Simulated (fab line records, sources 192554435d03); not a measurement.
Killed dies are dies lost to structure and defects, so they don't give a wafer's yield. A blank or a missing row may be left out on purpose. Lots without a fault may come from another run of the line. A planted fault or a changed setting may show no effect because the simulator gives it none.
Which tool did it? | flow n5_finfet | 11 lots, 30 wafers sampled, at 5 steps of a route of 1938

WHAT THE GAUGES READ, wafer by wafer
N5_BEOL_M0_INSPECT_127: inspects for defects (darkfield). Usual: raw_defect_count 71, standard deviation 26.
lot  | measured     | on                | raw_defect_count | flag
L617 | day 5 21:46  | defect_inspect-01 | 71 125           |
L619 | day 6 16:08  | defect_inspect-02 | 65 75            |
L620 | day 6 20:16  | defect_inspect-01 | 43 35 49         |
L621 | day 7 02:23  | defect_inspect-01 | 62 41 43         |
L622 | day 7 03:44  | defect_inspect-02 | 37 90 40         |
L623 | day 7 13:23  | defect_inspect-01 | 63 54 32         |
L624 | day 7 15:05  | defect_inspect-01 | 75 97            |
L626 | day 8 01:52  | defect_inspect-01 | 63 81 96         |
L630 | day 9 07:54  | defect_inspect-02 | 76 94 82         |
L632 | day 10 01:32 | defect_inspect-02 | 3584 3454 91     | OFF
L640 | day 11 17:01 | defect_inspect-01 | 62 69 51         |

N5_BEOL_M4_RC_MEAS_101. Usual: DIBL_N 36.3 mV/V, standard deviation 1.6; DIBL_P 36.2 mV/V, standard deviation 2; IOFF_N 0.160 nA/um, standard deviation 0.028; IOFF_P 0.21 nA/um, standard deviation 0.036; ION_N 677 uA/um, standard deviation 11; ION_P 465 uA/um, standard deviation 6.9; SS_N 71.5 mV/dec, standard deviation 0.55; SS_P 73.3 mV/dec, standard deviation 0.64; VT_N 250 mV, standard deviation 3; VT_P -250 mV, standard deviation 3.5.
lot  | measured     | on        | DIBL_N (mV/V)  | DIBL_P (mV/V)  | IOFF_N (nA/um)    | IOFF_P (nA/um) | ION_N (uA/um) | ION_P (uA/um) | SS_N (mV/dec)  | SS_P (mV/dec)  | VT_N (mV)   | VT_P (mV)      | flag
L617 | day 7 20:53  | prober-01 | 40.7 39.1      | 40.5 38.7      | 0.246 0.186       | 0.30 0.25      | 688 671       | 472 466       | 71.9 72.2      | 73.7 74.2      | 243 247     | -246 -248      |
L619 | day 8 04:13  | prober-01 | 32.7 35.3      | 32.0 35.6      | 0.112 0.149       | 0.15 0.19      | 668 671       | 454 462       | 70.4 71.5      | 72.0 72.9      | 253 249     | -257 -253      |
L620 | day 9 01:31  | prober-01 | 37.0 38.2 39.1 | 35.5 37.4 37.2 | 0.146 0.175 0.185 | 0.23 0.26 0.27 | 678 678 683   | 464 474 467   | 71.7 71.3 72.3 | 72.9 73.4 73.3 | 249 247 247 | -247 -245 -243 |
L621 | day 9 08:10  | prober-01 | 33.3 34.5 34.5 | 33.7 34.8 33.9 | 0.114 0.136 0.139 | 0.15 0.17 0.16 | 660 679 669   | 456 470 457   | 70.6 70.5 71.2 | 72.6 72.8 73.1 | 256 255 252 | -255 -252 -254 |
L622 | day 9 10:43  | prober-02 | 37.8 38.3 40.5 | 37.0 36.7 40.7 | 0.155 0.152 0.222 | 0.22 0.22 0.30 | 679 662 699   | 473 469 477   | 71.5 71.8 72.4 | 73.6 73.4 74.5 | 251 253 246 | -249 -248 -244 |
L623 | day 9 12:29  | prober-01 | 37.1 37.2 36.6 | 36.7 35.5 35.7 | 0.159 0.166 0.150 | 0.21 0.20 0.19 | 679 671 683   | 467 459 461   | 72.0 72.2 71.2 | 73.0 72.8 72.2 | 250 247 249 | -252 -250 -250 |
L624 | day 9 17:41  | prober-01 | 37.7 35.0      | 40.4 36.8      | 0.219 0.160       | 0.27 0.20      | 702 675       | 478 459       | 71.6 71.2      | 74.7 72.7      | 243 250     | -248 -252      |
L626 | day 10 15:08 | prober-01 | 37.8 38.0 37.6 | 38.9 39.1 38.2 | 0.187 0.190 0.177 | 0.29 0.29 0.27 | 684 688 673   | 478 479 469   | 71.4 72.1 71.1 | 73.6 73.4 73.6 | 246 248 248 | -243 -243 -244 |
L630 | day 11 02:11 | prober-01 | 37.0 36.2 37.1 | 36.9 37.5 37.5 | 0.165 0.169 0.171 | 0.19 0.20 0.20 | 680 685 691   | 460 469 471   | 72.2 71.6 72.1 | 73.3 73.2 74.1 | 249 251 249 | -254 -252 -256 |
L632 | day 12 12:10 | prober-01 | 36.7           | 37.9           | 0.181             | 0.24           | 679           | 469           | 72.8           | 73.5           | 247         | -246           |
L640 | day 13 21:29 | prober-02 | 36.5 35.6 36.0 | 36.4 35.2 35.8 | 0.155 0.144 0.139 | 0.19 0.16 0.17 | 671 678 670   | 453 456 452   | 72.0 71.4 71.6 | 73.5 73.4 73.5 | 250 251 249 | -254 -257 -253 |

WHICH TOOL RAN EACH LOT (tool, then ch and the chambers of the sampled wafers, then the start)
lot  | N5_BEOL_M0_SURFACE_TREAT_137 | N5_BEOL_M0_ANNEAL_133        | N5_BEOL_M0_CMP_120
L617 | pvd_sputter-01, day 5 20:07  | pvd_sputter-01, day 5 20:31  | cmp-03 ch 2,3, day 5 21:15
L619 | pvd_sputter-03, day 6 12:41  | pvd_sputter-01, day 6 14:50  | cmp-04 ch 1,2, day 6 15:30
L620 | pvd_sputter-03, day 6 18:14  | pvd_sputter-03, day 6 18:45  | cmp-04 ch 0,1,2, day 6 19:41
L621 | pvd_sputter-03, day 7 00:06  | pvd_sputter-03, day 7 00:38  | cmp-02 ch 0,1, day 7 01:49
L622 | pvd_sputter-03, day 7 01:41  | pvd_sputter-01, day 7 02:07  | cmp-04 ch 0,3, day 7 02:54
L623 | pvd_sputter-01, day 7 11:46  | pvd_sputter-03, day 7 12:10  | cmp-02 ch 0,1,2, day 7 12:51
L624 | pvd_sputter-02, day 7 13:19  | pvd_sputter-02, day 7 13:44  | cmp-04 ch 0,2, day 7 14:33
L626 | pvd_sputter-02, day 7 23:46  | pvd_sputter-01, day 8 00:12  | cmp-04 ch 0,1,3, day 8 01:19
L630 | pvd_sputter-02, day 9 04:50  | pvd_sputter-03, day 9 06:32  | cmp-03 ch 0,3, day 9 07:13
L632 | pvd_sputter-01, day 9 23:26  | pvd_sputter-01, day 10 00:17 | cmp-04 ch 0,1, day 10 00:56
L640 | pvd_sputter-03, day 11 15:10 | pvd_sputter-01, day 11 15:44 | cmp-02 ch 0,1,2, day 11 16:25
- N5_BEOL_M0_SURFACE_TREAT_137
- N5_BEOL_M0_ANNEAL_133: time 60 s.
- N5_BEOL_M0_CMP_120: polishes, stops on SiOC, t overpolish 6.9 s.

WHAT THE TOOLS THEMSELVES READ (means of the sampled wafers that have a number; where no wafer has one, the mark that the record gives instead)
N5_BEOL_M0_ANNEAL_133. Usual: heater_power_w 815 W, standard deviation 90; susceptor_temp_C_max 400.9, standard deviation 0.35.
lot  | tool           | heater_power_w (W) | susceptor_temp_C_max | flag
L617 | pvd_sputter-01 | 792                | 401.2                |
L619 | pvd_sputter-01 | 802                | 400.9                |
L620 | pvd_sputter-03 | 815                | 401.3                |
L621 | pvd_sputter-03 | 876                | 400.7                |
L622 | pvd_sputter-01 | 816                | 400.8                |
L623 | pvd_sputter-03 | 842                | 401.1                |
L624 | pvd_sputter-02 | 711                | 400.8                |
L626 | pvd_sputter-01 | 910                | 401.3                |
L630 | pvd_sputter-03 | 862                | 400.9                |
L632 | pvd_sputter-01 | 781                | 401.1                |
L640 | pvd_sputter-01 | 783                | 401.1                |

N5_BEOL_M0_CMP_120. Usual: barrier_field_endpoint_s 3.70 s, standard deviation 0.14; motor_current_A 6.5 A, standard deviation 0.74; overpolish_run_s 6.900 s, standard deviation 0.0094; slurry_filter_dp_kPa 13.52 kPa, standard deviation 0.12; time_to_endpoint_s 65 s, standard deviation 3.3.
lot  | tool   | barrier_field_endpoint_s (s) | motor_current_A (A) | overpolish_run_s (s) | slurry_filter_dp_kPa (kPa) | time_to_endpoint_s (s) | flag
L617 | cmp-03 | 3.79                         | 5.6                 | 6.885                | 13.46                      | 66                     |
L619 | cmp-04 | 3.73                         | 6.0                 | 6.894                | 13.56                      | 68                     |
L620 | cmp-04 | 3.55                         | 6.4                 | 6.900                | 13.45                      | 63                     |
L621 | cmp-02 | 3.52                         | 6.3                 | 6.899                | 13.55                      | 61                     |
L622 | cmp-04 | 3.74                         | 7.2                 | 6.901                | 13.46                      | 65                     |
L623 | cmp-02 | 3.81                         | 6.3                 | 6.898                | 13.57                      | 66                     |
L624 | cmp-04 | 3.92                         | 6.8                 | 6.883                | 13.52                      | 67                     |
L626 | cmp-04 | 3.77                         | 6.8                 | 6.890                | 13.39                      | 67                     |
L630 | cmp-03 | 3.68                         | 5.7                 | 6.902                | 13.43                      | 65                     |
L632 | cmp-04 | 6.36                         | 6.1                 | 6.886                | 13.51                      | 76                     | OFF
L640 | cmp-02 | 3.57                         | 6.3                 | 6.900                | 13.52                      | 62                     |

THE ANSWER, worked out from the rows above alone
Rule: a lot is off if the mean of its wafers that have a number lies more than 3 standard deviations from the usual mean. A lot without any number at a reading at which 4 lots or more have one is off too. The other lots that the step has rows for count as sound. The gauges are gone through in route order, then the tools' own readings, and for those a lot's mean is taken as printed above. The first step at which some lot is off is used, and at that step the reading that is off furthest; a lot without a number counts as furthest.
Off: L632, at N5_BEOL_M0_INSPECT_127 (raw_defect_count).
A tool fits if, at a process step before that reading, it ran every lot that is off, and no sound lot after the first of them. The gauges at N5_BEOL_M0_INSPECT_127 aren't tried: what is off there is off at N5_BEOL_M0_CMP_120 too, on other tools, and a gauge's error can't cause that. Can't be told from this: 2 tools fit, pvd_sputter-01 at N5_BEOL_M0_SURFACE_TREAT_137, cmp-04 at N5_BEOL_M0_CMP_120.

WHAT THE SIMULATOR HAD PUT IN
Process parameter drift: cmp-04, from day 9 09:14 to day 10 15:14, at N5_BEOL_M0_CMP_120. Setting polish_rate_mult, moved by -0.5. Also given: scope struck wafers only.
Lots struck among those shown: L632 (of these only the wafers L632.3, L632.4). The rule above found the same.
